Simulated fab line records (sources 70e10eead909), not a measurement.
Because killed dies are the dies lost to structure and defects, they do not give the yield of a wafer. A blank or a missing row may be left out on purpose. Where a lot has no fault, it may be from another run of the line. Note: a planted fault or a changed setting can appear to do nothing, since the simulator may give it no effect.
fab line records ; flow nand-harc
[record] lots = 6; wafers = 18; last-day = 24
route steps=1159 shown A_CONTACT@957 A_BLC@964
lots that met no fault: taken from a fault-free run of the same line
start-h: hours from the record's first day to the start of the lot's first wafer shown ; wait-h: hours since the lot's step before ; " unchanged from the row above ; L1.1+2: a single row standing in for several wafers ; - value missing, or start not given ; * or withheld: withheld ; < > ~ a bound
route shown NAME@n: a module of which the file shows steps, and the number in the route of the first ; usual: the fault-free wafers' mean and standard deviation ; same: alike in all rows ; chamber/n: place in a boat ; sites: the reading at each site ; _std_site: standard deviation of those values ; _edge_site: the outer-site mean with the inner-site mean subtracted ; radius-mm: for every site, how far away it sits from the centre of the wafer ; mask NAME#n: copy n ; behind: the tool/chamber that last shaped the wafer ; hold: the reason the lot was held/the length of the hold in hours/how it ended ; device: whichever transistor did not switch (one of n, p or np) ; end of line: the same wafers' tests at the end of the route ; step lacking rows: just its recipe ; killed: the dies lost at the first sort to structure and to defects; this is not the yield of the wafer ; map: dies across one wafer; x = killed, . = not, _ = none there
set.NAME: the setting that was run; set.NAME@STEP: the one run at that earlier step ; model.NAME: the simulator's own value behind a step, which no gauge read
lots at selected steps of the route; one table per step, one row per wafer
services: a tool's chamber out of use, with start hour (start-h, from the record's first day; less than 0 if before it), hours out, and reason
[[steps]]
[step NHARC_A_CONTACT_STRIP_27]
[recipe] time-s = 600; temp-c = 30; chemistry = post-etch-residue-remover
[step NHARC_A_CONTACT_ALD_18]
[recipe] target-thk-a = 30; pulse-time-s = 1; ald-cycles = 150; temp-c = 450; material = TiN
[usual] heater-power-w = 1113/130; precursor-pulse-height-rel = 1.002/0.019
lot.wafer;tool;chamber;start-h;wait-h;heater-power-w;precursor-pulse-height-rel
L521.3;ald-metal-04;2;400.52;-;1033;1.012
L521.1;ald-metal-04;1;400.52;-;1016;1.010
L521.5;ald-metal-04;3;400.52;-;1184;1.026
L520.1;ald-metal-03;1;408.28;-;1202;0.998
L520.4;ald-metal-03;2;408.28;-;1170;1.005
L520.6;ald-metal-03;2;408.28;-;1208;0.995
L530.4;ald-metal-04;2;460.20;-;1033;0.998
L530.3;ald-metal-04;1;460.20;-;987;0.974
L530.5;ald-metal-04;2;460.20;-;1021;0.968
L529.4;ald-metal-02;2;461.37;-;1081;0.976
L529.2;ald-metal-02;3;461.37;-;1013;0.986
L529.5;ald-metal-02;1;461.37;-;1315;0.983
L538.4;ald-metal-04;1;491.40;-;1010;1.016
L538.5;ald-metal-04;0;491.40;-;971;1.024
L538.6;ald-metal-04;1;491.40;-;996;0.988
L537.1;ald-metal-04;3;506.21;-;1250;0.979
L537.4;ald-metal-04;3;506.21;-;1215;1.018
L537.5;ald-metal-04;2;506.21;-;1012;1.009
[step NHARC_A_CONTACT_CVD_19]
[recipe] target-thk-a = 3000; temp-c = 300; pressure-torr = 40; wf6-flow-sccm = 40; h2-flow-sccm = 1600; ar-flow-sccm = 1560; time-s = 802; material = W
[usual] heater-power-w = 455/23; mfc-ar-sccm = 1561/4.7; throttle-valve-pct = 7.8/0.31
lot.wafer;tool;chamber;start-h;wait-h;heater-power-w;mfc-ar-sccm;throttle-valve-pct
L521.1;cvd-w-02;1;-;-;426;1564;8.0
L521.3;cvd-w-02;1;-;-;430;1559;8.0
L521.5;cvd-w-02;1;-;-;421;1558;8.0
L520.1;cvd-w-01;1;-;-;443;1559;7.5
L520.4;cvd-w-01;1;-;-;448;1568;7.4
L520.6;cvd-w-01;0;-;-;438;1563;7.7
L530.3;cvd-w-01;0;-;-;459;1570;7.7
L530.4;cvd-w-01;1;-;-;457;1554;7.7
L530.5;cvd-w-01;1;-;-;459;1552;7.5
L529.2;cvd-w-01;0;-;-;453;1556;8.0
L529.4;cvd-w-01;0;-;-;456;1563;7.9
L529.5;cvd-w-01;0;-;-;446;1555;8.0
L538.4;cvd-w-02;0;-;-;501;1554;7.8
L538.6;cvd-w-02;1;-;-;435;1558;8.1
L538.5;cvd-w-02;0;-;-;485;1560;7.5
L537.1;cvd-w-01;0;-;-;468;1552;7.7
L537.4;cvd-w-01;1;-;-;454;1554;7.5
L537.5;cvd-w-01;0;-;-;460;1569;7.8
[step NHARC_A_CONTACT_CMP_20]
[recipe] t-overpolish-s = 30; target-thk-nm = 300
[usual] motor-current-A = 12.5/1.1; overpolish-run-s = 30.000/0.0084; time-to-endpoint-s = 59.6/2.5
lot.wafer;tool;chamber;start-h;wait-h;motor-current-A;overpolish-run-s;time-to-endpoint-s
L521.1;cmp-03;0;407.41;0.7;12.7;29.992;59.8
L521.3;cmp-03;1;407.41;0.7;11.9;30.012;63.3
L521.5;cmp-03;2;407.41;0.7;10.1;29.996;62.7
L520.4;cmp-02;2;414.75;0.5;12.7;29.999;59.8
L520.1;cmp-02;3;414.75;0.5;12.9;29.998;65.4
L520.6;cmp-02;0;414.75;0.5;12.3;29.991;62.9
L530.3;cmp-02;1;461.31;0.5;12.2;29.999;59.0
L530.4;cmp-02;0;461.31;0.5;13.1;29.997;56.7
L530.5;cmp-02;1;461.31;0.5;12.2;29.997;62.4
L529.4;cmp-02;2;466.31;0.4;12.8;29.987;55.4
L529.2;cmp-02;0;466.31;0.4;12.4;29.994;58.9
L529.5;cmp-02;2;466.31;0.4;13.2;30.005;56.5
L538.4;cmp-02;0;492.85;0.4;13.4;30.002;57.1
L538.6;cmp-02;0;492.85;0.4;12.6;29.993;57.3
L538.5;cmp-02;1;492.85;0.4;12.8;30.011;60.0
L537.1;cmp-03;3;509.27;0.8;14.5;30.001;58.0
L537.4;cmp-03;2;509.27;0.8;10.6;30.006;60.0
L537.5;cmp-03;3;509.27;0.8;15.1;29.997;60.0
[step NHARC_A_CONTACT_SRD_22]
[step NHARC_A_CONTACT_INSPECT_23]
[usual] raw-defect-count = 423/120
lot.wafer;tool;chamber;start-h;wait-h;raw-defect-count
L521.1;defect-inspect-01;-;407.77;0.1;317
L521.3;defect-inspect-01;-;407.77;0.1;255
L521.5;defect-inspect-01;-;407.77;0.1;344
L520.1;defect-inspect-02;-;415.10;0.1;308
L520.4;defect-inspect-02;-;415.10;0.1;661
L520.6;defect-inspect-02;-;415.10;0.1;314
L530.3;defect-inspect-01;-;461.71;0.1;423
L530.4;defect-inspect-01;-;461.71;0.1;374
L530.5;defect-inspect-01;-;461.71;0.1;282
L529.2;defect-inspect-02;-;466.71;0.1;496
L529.4;defect-inspect-02;-;466.71;0.1;605
L529.5;defect-inspect-02;-;466.71;0.1;406
L538.4;defect-inspect-01;-;493.26;0.1;402
L538.5;defect-inspect-01;-;493.26;0.1;420
L538.6;defect-inspect-01;-;493.26;0.1;375
L537.1;defect-inspect-02;-;509.68;0.1;378
L537.4;defect-inspect-02;-;509.68;0.1;431
L537.5;defect-inspect-02;-;509.68;0.1;391
[step NHARC_A_BLC_DEHYDRATE_00]
[recipe] temp-c = 150; time-s = 120
[step NHARC_A_BLC_HMDS_01]
[recipe] time-s = 30
[step NHARC_A_BLC_COAT_02]
[recipe] temp-c = 260; time-s = 75
[step NHARC_A_BLC_COAT_03]
[recipe] temp-c = 225; time-s = 65
[step NHARC_A_BLC_COAT_04]
[recipe] spin-rpm = 1500; resist-thk-nm = 90
[step NHARC_A_BLC_SOFTBAKE_05]
[recipe] temp-c = 105; time-s = 55
[usual] heater-power-total-W = 188.45/0.14
lot.wafer;tool;chamber;start-h;wait-h;heater-power-total-W
L521.1;litho-track-01;0;407;-;188.49
L521.3;litho-track-01;0;407;-;188.43
L521.5;litho-track-01;0;407;-;188.40
L520.1;litho-track-06;0;415;-;188.19
L520.4;litho-track-06;0;415;-;188.30
L520.6;litho-track-06;0;415;-;188.39
L530.3;litho-track-06;0;461;-;183.46
L530.4;litho-track-06;0;461;-;183.39
L530.5;litho-track-06;0;461;-;183.41
L529.2;litho-track-06;0;466;-;183.50
L529.4;litho-track-06;0;466;-;183.47
L529.5;litho-track-06;0;466;-;183.73
L538.4;litho-track-01;0;493;-;188.31
L538.5;litho-track-01;0;493;-;188.39
L538.6;litho-track-01;0;493;-;188.53
L537.1;litho-track-01;0;509;-;188.26
L537.4;litho-track-01;0;509;-;188.68
L537.5;litho-track-01;0;509;-;188.80
[step NHARC_A_BLC_EBR_06]
[[services]]
tool;chamber;start-h;hours;kind
cvd-w-02;-;381.37;13.0;pm
cvd-w-01;-;393.28;0.3;repair
cmp-02;-;393.90;2.7;repair
ald-metal-04;-;406.00;10.0;pm
ald-metal-04;0;406.00;10.0;vent-cycle
ald-metal-04;1;406.00;10.0;vent-cycle
ald-metal-04;2;406.00;10.0;vent-cycle
ald-metal-04;3;406.00;10.0;vent-cycle
ald-metal-04;0;416.00;-;clean
ald-metal-04;1;416.00;-;clean
ald-metal-04;2;416.00;-;clean
ald-metal-04;3;416.00;-;clean
cmp-02;-;429.16;4.0;pm
litho-track-01;-;443.00;7.0;pm
cmp-03;-;450.12;4.0;pm
cmp-03;-;460.71;2.4;repair
litho-track-06;-;467.00;7.0;pm
cvd-w-01;-;477.28;13.0;pm
cmp-03;-;480.31;0.5;repair
ald-metal-04;0;491.82;18.1;repair
cmp-03;-;495.27;3.3;repair
ald-metal-03;3;498.30;4.6;repair
ald-metal-03;-;500.00;10.0;pm
ald-metal-02;-;500.26;1.6;repair
[[key]]
[first-sign] step = NHARC_A_BLC_SOFTBAKE_05; reading = heater-power-total-W; direction = down; sigmas = 34; usual = *; struck = *
effect none on later readings
met-at NHARC_A_BLC_SOFTBAKE_05
struck-wafers L529.2,L529.4,L529.5,L530.3,L530.4,L530.5
tester-left-out L529,L530
onset-between 415 461
[fault] kind = process-parameter-drift; tool = litho-track-06; chamber = -; onset-h = 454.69; steps = NHARC_A_BLC_SOFTBAKE_05; channel = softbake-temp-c; offset = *; shape = step; end-h = 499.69; acts-in = *; stated = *
// tester-left-out: of these lots the tester's yield and bins aren't shown, on N5 and GAA mostly nor the transistor test; their killed dies are dies lost to structure and defects alone, not to doping, threshold or leakage, so they don't give the yield
